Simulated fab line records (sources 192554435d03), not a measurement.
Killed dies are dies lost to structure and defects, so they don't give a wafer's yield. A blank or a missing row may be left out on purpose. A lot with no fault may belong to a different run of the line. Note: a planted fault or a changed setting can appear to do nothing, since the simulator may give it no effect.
fab line records | flow n5-finfet
record: lots: 7 | wafers: 21
route steps=1938 shown BEOL_M0_SAQP@663 BEOL_M1@755 BEOL_M2@846
start-h: hours from the record's opening day to when the first of the lot's shown wafers began | wait-h: hours elapsed since this lot's preceding step | " same as the row above | L1.1+2: several wafers, shown together as one row | - either no value or no given start | * or withheld: withheld | < > ~ a bound
route shown NAME@n: a module of which the file shows steps, and the number in the route of the first | usual: average and standard deviation across the fault-free wafers | same: alike in all rows | chamber/n: place in a boat | sites: per-site readings | _std_site: their standard deviation | _edge_site: inner sites' mean taken away from outer sites' mean | radius-mm: how far each site lies from the wafer's centre | mask NAME#n: copy n | behind: the most recent tool/chamber to have shaped the wafer | hold: cause of the lot's hold/its duration in hours/its outcome | device: the transistor (n, p or np) that didn't switch | end of line: the tests these same wafers got at the end of their route | step lacking rows: just its recipe | killed: dies that structure and defects cost at the first sort, which is not the same as the wafer's yield | map: the dies of a wafer, with x for killed, . for not killed, _ for no die there
set.NAME: the setting that was run; set.NAME@STEP: the one run at that earlier step | model.NAME: the simulator's own value behind a step, which no gauge read
lots where settings were altered on purpose, with a table for each step and a row for each wafer
== steps ==
step: N5_BEOL_M0_SAQP_SPACER1_ALD_98
recipe: material: SiO2 | target-thk-a: 128 | temp-c: 300 | ald-precursor-family: BDEAS | ald-co-reactant: O2-plasma | pulse-time-s: 1 | purge-time-s: 2 | co-reactant-purge-time-s: 2 | ald-cycles: 138 | pressure-torr: 2
lot.wafer  | tool       | chamber | start-h | wait-h | set.ald-cycles | model.SiO2_of_BEOL_M0_SAQP_SPACER1_ALD_98.thk-nm
L074.2+3   | ald-sin-03 | 1,2     | 115.28  | 0.3    | 138            | 12.8
L074.5     | "          | 2       | "       | "      | 151            | 14
L075.3+4   | ald-sin-02 | 0,2     | 119.61  | 0.1    | 138            | 12.8
L075.5     | "          | 0       | "       | "      | 124            | 11.6
L078.1+3   | ald-sin-04 | 3,0     | 136.58  | 0.3    | 138            | 12.8
L078.4     | "          | 1       | "       | "      | 154            | 14.4
L080.1+6   | ald-sin-04 | 0,1     | 143.90  | 0.7    | 120            | 11.2
L080.4     | "          | 2       | "       | "      | 138            | 12.8
L086.3+5   | ald-sin-03 | 0,3     | 186.97  | 0.1    | 138            | 12.8
L086.6     | "          | 0       | "       | "      | 157            | 14.8
L091.1+2   | ald-sin-02 | 3,1     | 209.51  | 1.1    | 129            | 12
L091.4     | "          | 2       | "       | "      | 138            | 12.8
L097.1+3+5 | ald-sin-04 | 0,3,0   | 248.30  | 0.3    | 138            | 12.8
step: N5_BEOL_M0_SAQP_SPACER1_ETCHBACK_99
recipe: chemistry: CHF3/O2 | mode: anisotropic-etchback | target: SiO2 | target-depth-a: 154 | time-s: 7.7 | pressure-mtorr: 30 | source-w: 650 | bias-w: 170 | Ar_flow_sccm: 200 | CHF3_flow_sccm: 50 | O2_flow_sccm: 5 | ion-energy-ev: 200
step: N5_BEOL_M0_SAQP_MANDREL1_REMOVE_100
recipe: chemistry: HBr/Cl2/O2 | bt-time-s: 10 | target: a-Si | stop-on: SiNx | endpoint: OES-SiCl | over-etch-frac: 0.85 | icp-w: 600 | bias-w: 30 | HBr_flow_sccm: 150 | Cl2_flow_sccm: 80 | O2_flow_sccm: 5 | pressure-mtorr: 10
lot.wafer | tool      | chamber | start-h | wait-h | set.ald-cycles@BEOL_M0_SAQP_SPACER1_ALD_98 | model.BEOL_M0_SAQP.cd-nm
L074.2+3  | rie-si-04 | 3,1     | 115.85  | 0.1    | 138                                        | 12.8
L074.5    | "         | 3       | "       | "      | 151                                        | 14
L075.3+4  | rie-si-06 | 0,3     | 120.17  | 0.1    | 138                                        | 12.8
L075.5    | "         | 2       | "       | "      | 124                                        | 11.8
L078.1    | rie-si-06 | 3       | 137.15  | 0.1    | 138                                        | 12.8
L078.3    | "         | 0       | "       | "      | 138                                        | 13
L078.4    | "         | 2       | "       | "      | 154                                        | 14.4
L080.1    | rie-si-01 | 2       | 144.49  | 0.1    | 120                                        | 11
L080.4    | "         | 1       | "       | "      | 138                                        | 12.8
L080.6    | "         | 3       | "       | "      | 120                                        | 11.2
L086.3    | rie-si-06 | 3       | 187.54  | 0.1    | 138                                        | 13
L086.5    | "         | 3       | "       | "      | 138                                        | 12.8
L086.6    | "         | 0       | "       | "      | 157                                        | 14.6
L091.1    | rie-si-04 | 0       | 210.07  | 0.1    | 129                                        | 11.8
L091.2    | "         | 1       | "       | "      | 129                                        | 12.2
L091.4    | "         | 3       | "       | "      | 138                                        | 12.6
L097.1    | rie-si-04 | 3       | 248.86  | 0.1    | 138                                        | 12.8
L097.3+5  | "         | 0       | "       | "      | 138                                        | 12.6
step: N5_BEOL_M0_SAQP_CD_MEAS_25
recipe: target-cd-nm: 13.1 | landing-energy-ev: 1000 | detector: se-inlens
usual: cd-nm: 12.78/0.25
lot.wafer | tool      | chamber | start-h | wait-h | set.ald-cycles@BEOL_M0_SAQP_SPACER1_ALD_98 | cd-nm
L074.2    | cd-sem-01 | 0       | 115.96  | 0.1    | 138                                        | 13.01
L074.3    | "         | 0       | "       | "      | 138                                        | 12.77
L074.5    | "         | 0       | "       | "      | 151                                        | 14.11
L075.3    | cd-sem-03 | 0       | 120.28  | 0.1    | 138                                        | 12.58
L075.4    | "         | 0       | "       | "      | 138                                        | 12.91
L075.5    | "         | 0       | "       | "      | 124                                        | 12.09
L078.1    | cd-sem-03 | 0       | 137.26  | 0.1    | 138                                        | 12.73
L078.3    | "         | 0       | "       | "      | 138                                        | 12.83
L078.4    | "         | 0       | "       | "      | 154                                        | 14.46
L080.1    | cd-sem-03 | 0       | 144.60  | 0.1    | 120                                        | 10.77
L080.4    | "         | 0       | "       | "      | 138                                        | 12.38
L080.6    | "         | 0       | "       | "      | 120                                        | 11.09
L086.3    | cd-sem-01 | 0       | 187.65  | 0.1    | 138                                        | 12.67
L086.5    | "         | 0       | "       | "      | 138                                        | 12.61
L086.6    | "         | 0       | "       | "      | 157                                        | 14.85
L091.1    | cd-sem-02 | 0       | 210.18  | 0.1    | 129                                        | 11.92
L091.2    | "         | 0       | "       | "      | 129                                        | 12.00
L091.4    | "         | 0       | "       | "      | 138                                        | 12.59
L097.1    | cd-sem-01 | 0       | 248.97  | 0.1    | 138                                        | 12.54
L097.3    | "         | 0       | "       | "      | 138                                        | 12.57
L097.5    | "         | 0       | "       | "      | 138                                        | 12.60
step: N5_BEOL_M0_SAQP_ETCH_101
recipe: chemistry: CH3F/O2 | target: SiNx | mask-material: SiO2 | target-depth-a: 299 | time-s: 42.7 | pressure-mtorr: 30 | source-w: 395 | bias-w: 73 | Ar_flow_sccm: 150 | CH3F_flow_sccm: 30 | O2_flow_sccm: 20 | ion-energy-ev: 120
step: N5_BEOL_M0_SAQP_ETCH_102
recipe: chemistry: CF4 | target: SiO2 | target-depth-a: 40 | ion-energy-ev: 350 | time-s: 4.4 | pressure-mtorr: 10 | icp-w: 800 | bias-w: 400 | cf4-flow-sccm: 80
step: N5_BEOL_M0_SAQP_MANDREL_ETCH_103
recipe: chemistry: HBr/Cl2 | target: a-Si | target-depth-a: 450 | bt-time-s: 10 | stop-on: SiCN | mask-material: SiO2 | over-etch-frac: 0.8 | time-s: 27 | pressure-mtorr: 10 | icp-w: 800 | bias-w: 75 | HBr_flow_sccm: 150 | Cl2_flow_sccm: 80 | ends: end-point
step: N5_BEOL_M0_SAQP_RECESS_104
recipe: chemistry: HF/NH3 | target: SiO2 | target-depth-a: 180 | afs-cycles: 3 | temp-c: 30 | sublimation-temp-c: 180 | sublimation-time-s: 60
lot.wafer | tool          | chamber | start-h | wait-h | set.time-s@BEOL_M0_SAQP_PECVD_03 | model.SiCN_of_BEOL_M0_SAQP_PECVD_03.thk-nm
L074.2    | vapor-etch-02 | 1       | 116.22  | 0.1    | 21.1                             | 8.8
L074.3    | "             | 0       | "       | "      | 23.7                             | 9.6
L074.5    | "             | 0       | "       | "      | 21.1                             | 8.6
L075.3    | vapor-etch-01 | 1       | 120.66  | 0.2    | 20.02                            | 8.2
L075.4    | "             | 0       | "       | "      | 20.02                            | 8
L075.5    | "             | 0       | "       | "      | 21.1                             | 9
L078.1    | vapor-etch-01 | 1       | 137.52  | 0.1    | 21.1                             | 8.4
L078.3    | "             | 0       | "       | "      | 22.83                            | 9.8
L078.4    | "             | 1       | "       | "      | 21.1                             | 8.8
L080.1    | vapor-etch-02 | 1       | 144.86  | 0.1    | 18.89                            | 7.6
L080.4    | "             | 0       | "       | "      | 21.1                             | 8.8
L080.6    | "             | 0       | "       | "      | 18.89                            | 8.2
L086.3    | vapor-etch-02 | 0       | 188.02  | 0.2    | 21.1                             | 8.4
L086.5+6  | "             | 1,0     | "       | "      | 21.1                             | 8.6
L091.1    | vapor-etch-02 | 0       | 210.69  | 0.3    | 21.1                             | 8.8
L091.2+4  | "             | 1,0     | "       | "      | 21.1                             | 8.6
L097.1+5  | vapor-etch-02 | 0       | 249.23  | 0.1    | 21.1                             | 8.6
L097.3    | "             | 1       | "       | "      | 21.1                             | 8.4
step: N5_BEOL_M0_SAQP_ETCH_107
recipe: chemistry: CH3F/O2 | target: SiNx | target-depth-a: 300 | mask-material: SOC | pressure-mtorr: 30 | source-w: 395 | bias-w: 73 | Ar_flow_sccm: 150 | CH3F_flow_sccm: 30 | O2_flow_sccm: 20 | ion-energy-ev: 120
usual: rf-vpp-V: 294/8.2
lot.wafer | tool        | chamber | start-h | wait-h | set.bias-w | rf-vpp-V
L074.2    | rie-diel-06 | 2       | 116.72  | 0.0    | 73         | 299
L074.3    | "           | 1       | "       | "      | 73         | 301
L074.5    | "           | 2       | "       | "      | 73         | 299
L075.3    | rie-diel-06 | 2       | 121.05  | 0.0    | 83.62      | 334
L075.4    | "           | 1       | "       | "      | 73         | 299
L075.5    | "           | 2       | "       | "      | 73         | 299
L078.1    | rie-diel-01 | 2       | 138.04  | 0.0    | 73         | 302
L078.3    | "           | 1       | "       | "      | 73         | 293
L078.4    | "           | 3       | "       | "      | 73         | 293
L080.1    | rie-diel-06 | 2       | 145.37  | 0.0    | 68.89      | 286
L080.4    | "           | 1       | "       | "      | 73         | 300
L080.6    | "           | 1       | "       | "      | 73         | 300
L086.3    | rie-diel-06 | 3       | 188.41  | 0.0    | 73         | 282
L086.5    | "           | 0       | "       | "      | 84.24      | 321
L086.6    | "           | 3       | "       | "      | 73         | 284
L091.1    | rie-diel-06 | 1       | 211.20  | 0.0    | 68.9       | 285
L091.2    | "           | 0       | "       | "      | 68.9       | 273
L091.4    | "           | 1       | "       | "      | 73         | 300
L097.1    | rie-diel-06 | 2       | 249.79  | 0.0    | 73         | 300
L097.3    | "           | 3       | "       | "      | 73         | 284
L097.5    | "           | 3       | "       | "      | 73         | 283
step: N5_BEOL_M1_COAT_61
recipe: resist: SOC | temp-c: 250 | time-s: 60 | spin-rpm: 1500 | resist-thk-nm: 60
lot.wafer  | tool           | chamber | start-h | wait-h | set.spin-rpm | model.SOC_of_BEOL_M1_COAT_61.thk-nm
L074.2+3+5 | litho-track-04 | 0       | 127.85  | 0.1    | 1500         | 60
L075.3+4+5 | litho-track-02 | 0       | 130.92  | 0.1    | 1500         | 60
L078.1     | litho-track-02 | 0       | 149.29  | 0.1    | 1500         | 60
L078.3+4   | "              | 0       | "       | "      | 1651         | 57
L080.1     | litho-track-02 | 0       | 157.62  | 0.1    | 1409         | 62
L080.4+6   | "              | 0       | "       | "      | 1500         | 60
L086.3     | litho-track-04 | 0       | 197.53  | 0.1    | 1500         | 60
L086.5     | "              | 0       | "       | "      | 1364         | 62.8
L086.6     | "              | 0       | "       | "      | 1500         | 59.8
L091.1     | litho-track-03 | 0       | 219.03  | 0.1    | 1337         | 63.6
L091.2     | "              | 0       | "       | "      | 1500         | 59.8
L091.4     | "              | 0       | "       | "      | 1337         | 63.4
L097.1     | litho-track-04 | 0       | 269.46  | 0.1    | 1500         | 60.2
L097.3+5   | "              | 0       | "       | "      | 1500         | 60
step: N5_BEOL_M1_COAT_62
recipe: resist: SiARC | temp-c: 220 | time-s: 60 | spin-rpm: 1500 | resist-thk-nm: 12
lot.wafer  | tool           | chamber | start-h | wait-h | set.spin-rpm | model.SiARC_of_BEOL_M1_COAT_62.thk-nm
L074.2+3+5 | litho-track-04 | 0       | -       | -      | 1500         | 12
L075.3+4+5 | litho-track-02 | 0       | -       | -      | 1500         | 12
L078.1+3+4 | litho-track-02 | 0       | -       | -      | 1500         | 12
L080.1+6   | litho-track-02 | 0       | -       | -      | 1500         | 12
L080.4     | "              | 0       | "       | "      | 1628         | 11.4
L086.3+5+6 | litho-track-04 | 0       | -       | -      | 1500         | 12
L091.1     | litho-track-03 | 0       | -       | -      | 1500         | 12
L091.2+4   | "              | 0       | "       | "      | 1429         | 12.4
L097.1+3+5 | litho-track-04 | 0       | -       | -      | 1500         | 12
step: N5_BEOL_M1_COAT_73
recipe: resist: underlayer | temp-c: 205 | time-s: 60 | spin-rpm: 1500 | resist-thk-nm: 5
step: N5_BEOL_M1_COAT_05
recipe: resist: CAR-EUV | spin-rpm: 1500 | resist-thk-nm: 30
step: N5_BEOL_M1_DESCUM_16
recipe: chemistry: O2 | time-s: 7 | source-power-w: 50 | bias-power-w: 20 | pressure-mtorr: 20 | rf-frequency-hz: 2.712e+07 | temp-c: 40 | resist: CAR-EUV | o2-flow-sccm: 225
step: N5_BEOL_M1_ETCH_74
recipe: chemistry: N2/H2 | target: underlayer | target-depth-a: 65 | mask-material: CAR-EUV | time-s: 5.2 | ion-energy-ev: 200 | pressure-mtorr: 30 | source-w: 840 | bias-w: 150 | n2-flow-sccm: 200 | h2-flow-sccm: 200 | ends: cleared
step: N5_BEOL_M1_ETCH_63
recipe: chemistry: CF4 | target: SiARC | target-depth-a: 156 | mask-material: CAR-EUV | time-s: 26 | ion-energy-ev: 80 | pressure-mtorr: 40 | source-w: 545 | bias-w: 36 | Ar_flow_sccm: 100 | cf4-flow-sccm: 100 | ends: cleared
lot.wafer  | tool        | chamber | start-h | wait-h | set.spin-rpm@BEOL_M1_COAT_62 | model.etch.depth-nm
L074.2     | rie-diel-01 | 3       | 128.49  | 0.0    | 1500                         | 12.02
L074.3     | "           | 0       | "       | "      | 1500                         | 11.98
L074.5     | "           | 1       | "       | "      | 1500                         | 12.05
L075.3     | rie-diel-03 | 2       | 131.38  | 0.0    | 1500                         | 11.95
L075.4     | "           | 3       | "       | "      | 1500                         | 11.96
L075.5     | "           | 2       | "       | "      | 1500                         | 11.94
L078.1     | rie-diel-03 | 3       | 149.73  | 0.0    | 1500                         | 11.96
L078.3     | "           | 0       | "       | "      | 1500                         | 11.98
L078.4     | "           | 2       | "       | "      | 1500                         | 11.97
L080.1     | rie-diel-06 | 2       | 158.19  | 0.0    | 1500                         | 11.96
L080.4     | "           | 2       | "       | "      | 1628                         | 11.47
L080.6     | "           | 3       | "       | "      | 1500                         | 11.94
L086.3     | rie-diel-06 | 2       | 198.10  | 0.0    | 1500                         | 11.99
L086.5     | "           | 0       | "       | "      | 1500                         | 12.01
L086.6     | "           | 3       | "       | "      | 1500                         | 11.96
L091.1     | rie-diel-01 | 0       | 219.59  | 0.0    | 1500                         | 12
L091.2     | "           | 1       | "       | "      | 1429                         | 12.32
L091.4     | "           | 1       | "       | "      | 1429                         | 12.31
L097.1+3+5 | rie-diel-01 | 2,1,3   | 270.02  | 0.0    | 1500                         | 11.97
step: N5_BEOL_M1_ETCH_64
recipe: chemistry: N2/H2 | target: SOC | target-depth-a: 750 | overetch-a: 150 | mask-material: SiARC | temp-c: 40 | time-s: 112.5 | ion-energy-ev: 200 | pressure-mtorr: 30 | source-w: 840 | bias-w: 150 | n2-flow-sccm: 200 | h2-flow-sccm: 200
usual: rf-vpp-V: 523/3
lot.wafer | tool        | chamber | start-h | wait-h | set.source-w | set.spin-rpm@BEOL_M1_COAT_61 | rf-vpp-V | model.etch.depth-nm | model.SiARC_of_BEOL_M1_COAT_62.thk-nm
L074.2    | rie-diel-01 | 3       | 128.52  | 0.0    | 882.4        | 1500                         | 515      | 60.08               | 6.8
L074.3    | "           | 0       | "       | "      | 840          | 1500                         | 523      | 60.01               | 7
L074.5    | "           | 1       | "       | "      | 840          | 1500                         | 527      | 60.01               | 6.8
L075.3    | rie-diel-03 | 2       | 131.40  | 0.0    | 840          | 1500                         | 526      | 60                  | 6.8
L075.4    | "           | 3       | "       | "      | 975.9        | 1500                         | 495      | 59.97               | 6
L075.5    | "           | 2       | "       | "      | 840          | 1500                         | 526      | 59.97               | 6.8
L078.1    | rie-diel-03 | 3       | 149.75  | 0.0    | 939.3        | 1500                         | 503      | 60.01               | 6.4
L078.3    | "           | 0       | "       | "      | 840          | 1651                         | 525      | 57.04               | 6.8
L078.4    | "           | 2       | "       | "      | 939.3        | 1651                         | 506      | 57.08               | 6.4
L080.1    | rie-diel-06 | 2       | 158.21  | 0.0    | 840          | 1409                         | 523      | 62.05               | 6.6
L080.4    | "           | 2       | "       | "      | 840          | 1500                         | 522      | 60.01               | 6.2
L080.6    | "           | 3       | "       | "      | 840          | 1500                         | 518      | 59.99               | 6.6
L086.3    | rie-diel-06 | 2       | 198.13  | 0.0    | 979.6        | 1500                         | 497      | 59.95               | 6.2
L086.5    | "           | 0       | "       | "      | 979.6        | 1364                         | 495      | 62.85               | 6.4
L086.6    | "           | 3       | "       | "      | 840          | 1500                         | 519      | 59.85               | 6.8
L091.1    | rie-diel-01 | 0       | 219.62  | 0.0    | 840          | 1337                         | 522      | 63.56               | 7.2
L091.2    | "           | 1       | "       | "      | 840          | 1500                         | 524      | 59.85               | 7
L091.4    | "           | 1       | "       | "      | 840          | 1337                         | 525      | 63.42               | 7.2
L097.1    | rie-diel-01 | 2       | 270.05  | 0.0    | 840          | 1500                         | 527      | 60.1                | 6.8
L097.3    | "           | 1       | "       | "      | 840          | 1500                         | 525      | 60.03               | 6.6
L097.5    | "           | 3       | "       | "      | 840          | 1500                         | 524      | 59.95               | 6.8
step: N5_BEOL_M2_COAT_62
recipe: resist: SiARC | temp-c: 220 | time-s: 60 | spin-rpm: 1500 | resist-thk-nm: 12
lot.wafer  | tool           | chamber | start-h | wait-h | set.spin-rpm | model.SiARC_of_BEOL_M2_COAT_62.thk-nm
L074.2     | litho-track-05 | 0       | -       | -      | 1544         | 11.8
L074.3+5   | "              | 0       | "       | "      | 1500         | 12
L075.3+4+5 | litho-track-02 | 0       | -       | -      | 1500         | 12
L078.1+3+4 | litho-track-01 | 0       | -       | -      | 1500         | 12
L080.1     | litho-track-05 | 0       | -       | -      | 1584         | 11.6
L080.4     | "              | 0       | "       | "      | 1500         | 12
L080.6     | "              | 0       | "       | "      | 1584         | 11.8
L086.3     | litho-track-05 | 0       | -       | -      | 1439         | 12.2
L086.5+6   | "              | 0       | "       | "      | 1500         | 12
L091.1+2+4 | litho-track-02 | 0       | -       | -      | 1445         | 12.2
L097.1+3+5 | litho-track-05 | 0       | -       | -      | 1500         | 12
step: N5_BEOL_M2_ETCH_74
recipe: chemistry: N2/H2 | target: underlayer | target-depth-a: 65 | mask-material: CAR-EUV | time-s: 5.2 | ion-energy-ev: 200 | pressure-mtorr: 30 | source-w: 840 | bias-w: 150 | n2-flow-sccm: 200 | h2-flow-sccm: 200 | ends: cleared
usual: rf-vpp-V: 523/3.2
lot.wafer | tool        | chamber | start-h | wait-h | set.source-w | rf-vpp-V
L074.2    | rie-diel-05 | 3       | 138.31  | 0.0    | 879.4        | 515
L074.3    | "           | 2       | "       | "      | 840          | 517
L074.5    | "           | 1       | "       | "      | 879.4        | 518
L075.3    | rie-diel-02 | 3       | 139.62  | 0.0    | 840          | 521
L075.4    | "           | 2       | "       | "      | 840          | 521
L075.5    | "           | 3       | "       | "      | 840          | 524
L078.1    | rie-diel-04 | 2       | 160.23  | 0.0    | 781.3        | 537
L078.3    | "           | 0       | "       | "      | 840          | 526
L078.4    | "           | 0       | "       | "      | 840          | 529
L080.1    | rie-diel-04 | 0       | 165.83  | 0.0    | 840          | 530
L080.4    | "           | 1       | "       | "      | 840          | 526
L080.6    | "           | 3       | "       | "      | 790.1        | 535
L086.3    | rie-diel-02 | 0       | 207.48  | 0.0    | 840          | 519
L086.5    | "           | 3       | "       | "      | 840          | 525
L086.6    | "           | 0       | "       | "      | 964.2        | 497
L091.1    | rie-diel-05 | 3       | 231.28  | 0.0    | 840          | 522
L091.2    | "           | 0       | "       | "      | 840          | 524
L091.4    | "           | 2       | "       | "      | 840          | 517
L097.1    | rie-diel-05 | 2       | 279.15  | 0.0    | 840          | 519
L097.3    | "           | 1       | "       | "      | 840          | 527
L097.5    | "           | 3       | "       | "      | 840          | 521
step: N5_BEOL_M2_ETCH_63
recipe: chemistry: CF4 | target: SiARC | target-depth-a: 156 | mask-material: CAR-EUV | time-s: 26 | ion-energy-ev: 80 | pressure-mtorr: 40 | source-w: 545 | bias-w: 36 | Ar_flow_sccm: 100 | cf4-flow-sccm: 100 | ends: cleared
lot.wafer | tool        | chamber | start-h | wait-h | set.spin-rpm@BEOL_M2_COAT_62 | model.etch.depth-nm
L074.2    | rie-diel-05 | 3       | 138.32  | 0.0    | 1544                         | 11.77
L074.3    | "           | 2       | "       | "      | 1500                         | 11.95
L074.5    | "           | 1       | "       | "      | 1500                         | 11.98
L075.3+4  | rie-diel-02 | 3,2     | 139.64  | 0.0    | 1500                         | 11.97
L075.5    | "           | 3       | "       | "      | 1500                         | 11.96
L078.1    | rie-diel-04 | 2       | 160.25  | 0.0    | 1500                         | 11.99
L078.3    | "           | 0       | "       | "      | 1500                         | 12
L078.4    | "           | 0       | "       | "      | 1500                         | 12.04
L080.1+6  | rie-diel-04 | 0,3     | 165.84  | 0.0    | 1584                         | 11.7
L080.4    | "           | 1       | "       | "      | 1500                         | 11.99
L086.3    | rie-diel-02 | 0       | 207.49  | 0.0    | 1439                         | 12.14
L086.5    | "           | 3       | "       | "      | 1500                         | 11.92
L086.6    | "           | 0       | "       | "      | 1500                         | 11.93
L091.1    | rie-diel-05 | 3       | 231.30  | 0.0    | 1445                         | 12.19
L091.2    | "           | 0       | "       | "      | 1445                         | 12.2
L091.4    | "           | 2       | "       | "      | 1445                         | 12.22
L097.1    | rie-diel-05 | 2       | 279.16  | 0.0    | 1500                         | 12.02
L097.3    | "           | 1       | "       | "      | 1500                         | 12.01
L097.5    | "           | 3       | "       | "      | 1500                         | 11.99
step: N5_BEOL_M2_TRENCH_ETCH_37
recipe: chemistry: C4F6/O2 | target-depth-a: 555.55 | target: SiOC | time-s: 29.2 | ion-energy-ev: 250 | pressure-mtorr: 30 | source-w: 355 | bias-w: 185 | Ar_flow_sccm: 300 | C4F6_flow_sccm: 10 | O2_flow_sccm: 10
lot.wafer | tool        | chamber | start-h | wait-h | set.time-s | model.BEOL_M2.feature-depth-nm | model.etch.depth-nm
L074.2    | rie-diel-04 | 2       | -       | -      | 29.2       | 54.2                           | 54.14
L074.3    | "           | 1       | "       | "      | 29.2       | 55.2                           | 55.14
L074.5    | "           | 2       | "       | "      | 26.1       | 48.4                           | 48.48
L075.3    | rie-diel-02 | 2       | -       | -      | 30.93      | 58.8                           | 58.71
L075.4    | "           | 0       | "       | "      | 29.2       | 54                             | 53.93
L075.5    | "           | 3       | "       | "      | 29.2       | 52.8                           | 52.85
L078.1    | rie-diel-04 | 1       | -       | -      | 27.29      | 51.8                           | 51.82
L078.3    | "           | 2       | "       | "      | 27.29      | 51                             | 51
L078.4    | "           | 0       | "       | "      | 29.2       | 56.8                           | 56.76
L080.1    | rie-diel-02 | 1       | -       | -      | 34.7       | 63.8                           | 63.71
L080.4    | "           | 0       | "       | "      | 29.2       | 54.6                           | 54.7
L080.6    | "           | 1       | "       | "      | 34.7       | 64.4                           | 64.4
L086.3    | rie-diel-05 | 1       | -       | -      | 26.7       | 49.2                           | 49.14
L086.5    | "           | 2       | "       | "      | 29.2       | 53.6                           | 53.57
L086.6    | "           | 0       | "       | "      | 26.7       | 52.4                           | 52.34
L091.1    | rie-diel-02 | 0       | -       | -      | 29.2       | 55                             | 55.03
L091.2    | "           | 1       | "       | "      | 29.2       | 55                             | 55.07
L091.4    | "           | 1       | "       | "      | 29.2       | 54.6                           | 54.67
L097.1    | rie-diel-05 | 0       | -       | -      | 29.2       | 57.2                           | 57.25
L097.3    | "           | 2       | "       | "      | 29.2       | 54.8                           | 54.74
L097.5    | "           | 0       | "       | "      | 29.2       | 57.2                           | 57.27
step: N5_BEOL_M2_ETCH_41
recipe: chemistry: CH3F/O2 | target: SiCN | target-depth-a: 299 | taper-deg: 2 | time-s: 52.5 | ion-energy-ev: 120 | mask-material: TiN | pressure-mtorr: 30 | source-w: 395 | bias-w: 75 | Ar_flow_sccm: 150 | CH3F_flow_sccm: 30 | O2_flow_sccm: 20
step: N5_BEOL_M2_STRIP_97
recipe: chemistry: N2/H2 | time-s: 10 | power-w: 450 | temp-c: 40 | pressure-mtorr: 20 | rf-frequency-hz: 6e+07 | bias-power-w: 7 | n2-flow-sccm: 200 | h2-flow-sccm: 200
step: N5_BEOL_M2_OCD_MEAS_38
usual: trench-depth-nm: 54.7/1.3
lot.wafer | tool   | chamber | start-h | wait-h | set.time-s@BEOL_M2_TRENCH_ETCH_37 | trench-depth-nm
L074.2    | ocd-02 | -       | 140.98  | -      | 29.2                              | 54.0
L074.3    | "      | -       | "       | "      | 29.2                              | 55.2
L074.5    | "      | -       | "       | "      | 26.1                              | 49.0
L075.3    | ocd-01 | -       | 149.02  | -      | 30.93                             | 58.5
L075.4    | "      | -       | "       | "      | 29.2                              | 53.7
L075.5    | "      | -       | "       | "      | 29.2                              | 52.8
L078.1    | ocd-02 | -       | 164.30  | -      | 27.29                             | 51.7
L078.3    | "      | -       | "       | "      | 27.29                             | 50.1
L078.4    | "      | -       | "       | "      | 29.2                              | 57.0
L080.1    | ocd-01 | -       | 175.59  | -      | 34.7                              | 63.5
L080.4    | "      | -       | "       | "      | 29.2                              | 54.7
L080.6    | "      | -       | "       | "      | 34.7                              | 64.5
L086.3    | ocd-02 | -       | 211.94  | -      | 26.7                              | 48.9
L086.5    | "      | -       | "       | "      | 29.2                              | 54.0
L086.6    | "      | -       | "       | "      | 26.7                              | 52.8
L091.1    | ocd-02 | -       | 235.16  | -      | 29.2                              | 54.9
L091.2    | "      | -       | "       | "      | 29.2                              | 55.0
L091.4    | "      | -       | "       | "      | 29.2                              | 54.7
L097.1    | ocd-02 | -       | 281.63  | -      | 29.2                              | 57.3
L097.3    | "      | -       | "       | "      | 29.2                              | 54.7
L097.5    | "      | -       | "       | "      | 29.2                              | 57.0
== key ==
split: step: N5_BEOL_M0_SAQP_SPACER1_ALD_98 | setting: ald-cycles | stated: 138 | by: wafer
response: step: N5_BEOL_M0_SAQP_SPACER1_ALD_98 | reading: model.SiO2_of_BEOL_M0_SAQP_SPACER1_ALD_98.thk-nm | change: +0.131 | per: 1% | r: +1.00
response: step: N5_BEOL_M0_SAQP_MANDREL1_REMOVE_100 | reading: model.BEOL_M0_SAQP.cd-nm | change: +0.121 | per: 1% | r: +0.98
response: step: N5_BEOL_M0_SAQP_CD_MEAS_25 | reading: cd-nm | change: +0.125 | per: 1% | r: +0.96
split: step: N5_BEOL_M0_SAQP_ETCH_107 | setting: bias-w | stated: 73 | by: wafer
response: step: N5_BEOL_M0_SAQP_ETCH_107 | reading: rf-vpp-V | change: +2.49 | per: 1% | r: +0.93
split: step: N5_BEOL_M1_COAT_61 | setting: spin-rpm | stated: 1500 | by: wafer
response: step: N5_BEOL_M1_COAT_61 | reading: model.SOC_of_BEOL_M1_COAT_61.thk-nm | change: -0.322 | per: 1% | r: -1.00
response: step: N5_BEOL_M1_ETCH_64 | reading: model.etch.depth-nm | change: -0.32 | per: 1% | r: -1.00
split: step: N5_BEOL_M1_COAT_62 | setting: spin-rpm | stated: 1500 | by: wafer
response: step: N5_BEOL_M1_COAT_62 | reading: model.SiARC_of_BEOL_M1_COAT_62.thk-nm | change: -0.0737 | per: 1% | r: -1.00
response: step: N5_BEOL_M1_ETCH_63 | reading: model.etch.depth-nm | change: -0.0583 | per: 1% | r: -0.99
split: step: N5_BEOL_M1_ETCH_64 | setting: source-w | stated: 840 | by: wafer
response: step: N5_BEOL_M1_ETCH_64 | reading: rf-vpp-V | change: -1.68 | per: 1% | r: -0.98
response: step: N5_BEOL_M1_ETCH_64 | reading: model.SiARC_of_BEOL_M1_COAT_62.thk-nm | change: -0.0377 | per: 1% | r: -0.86
split: step: N5_BEOL_M2_COAT_62 | setting: spin-rpm | stated: 1500 | by: wafer
response: step: N5_BEOL_M2_COAT_62 | reading: model.SiARC_of_BEOL_M2_COAT_62.thk-nm | change: -0.0545 | per: 1% | r: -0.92
response: step: N5_BEOL_M2_ETCH_63 | reading: model.etch.depth-nm | change: -0.0538 | per: 1% | r: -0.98
split: step: N5_BEOL_M2_ETCH_74 | setting: source-w | stated: 840 | by: wafer
response: step: N5_BEOL_M2_ETCH_74 | reading: rf-vpp-V | change: -1.5 | per: 1% | r: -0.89
split: step: N5_BEOL_M2_TRENCH_ETCH_37 | setting: time-s | stated: 29.2 | by: wafer
response: step: N5_BEOL_M2_TRENCH_ETCH_37 | reading: model.BEOL_M2.feature-depth-nm | change: +0.545 | per: 1% | r: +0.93
response: step: N5_BEOL_M2_TRENCH_ETCH_37 | reading: model.etch.depth-nm | change: +0.537 | per: 1% | r: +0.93
response: step: N5_BEOL_M2_OCD_MEAS_38 | reading: trench-depth-nm | change: +0.538 | per: 1% | r: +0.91
split outside-this-file step=N5_BEOL_M0_SAQP_PECVD_03 setting=time-s
split outside-this-file: this setting was split too, and the file shows its column; the key of that split is in another file
